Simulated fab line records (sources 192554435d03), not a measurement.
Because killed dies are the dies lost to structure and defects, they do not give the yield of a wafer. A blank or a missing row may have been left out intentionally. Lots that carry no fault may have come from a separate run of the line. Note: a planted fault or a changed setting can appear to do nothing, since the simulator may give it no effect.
Matching of chambers	flow n5Finfet	cvdCo-01 running N5_MOL_CONTACT_COAG_CO_FILL_22: 3 sister chambers
The step material Co, precursor CCTBA/H2, target thk 20 nm. 3 wafers are shown with their chamber, then 12 later ones without.

== WAFERS PAIRED WITH THEIR CHAMBERS ==
wafer	chamber	heaterPowerW (W)
L086.4	0	261
L086.5	2	256
L086.6	1	216

== WAFERS WHOSE CHAMBER IS MISSING ==
wafer	heaterPowerW (W)
L090.1	257
L090.3	258
L090.5	260
L093.1	264
L093.5	221
L093.6	259
L096.4	218
L096.5	264
L096.6	257
L097.2	209
L097.4	218
L097.5	258

== EACH ONE'S CHAMBER ==
wafer	from the rows above	in truth
L090.1	can't be placed: 2 or 0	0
L090.3	can't be placed: 2 or 0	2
L090.5	can't be placed: 0 or 2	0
L093.1	can't be placed: 0 or 2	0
L093.5	1	1
L093.6	can't be placed: 0 or 2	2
L096.4	1	1
L096.5	can't be placed: 0 or 2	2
L096.6	can't be placed: 2 or 0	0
L097.2	1	1
L097.4	1	1
L097.5	can't be placed: 2 or 0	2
4 of 12 placed correctly. Cannot be placed on the basis of these rows: 8; the candidates contain the true chamber in 8. 0 placed wrongly.
How it was worked out, from the rows above alone: a wafer's distance from a chamber is the root of the sum, over the readings, of the square of ((its reading less the chamber's mean) divided by the reading's scatter). If the next closest chamber is less than 2 further off than the closest, the wafer can't be placed; otherwise it belongs to the closest. The mean given for a chamber averages the wafers shown for that chamber. The scatter (one wafer shown for each chamber): square how far every hidden wafer sits from the nearest shown wafer, average those squares and take the square root.
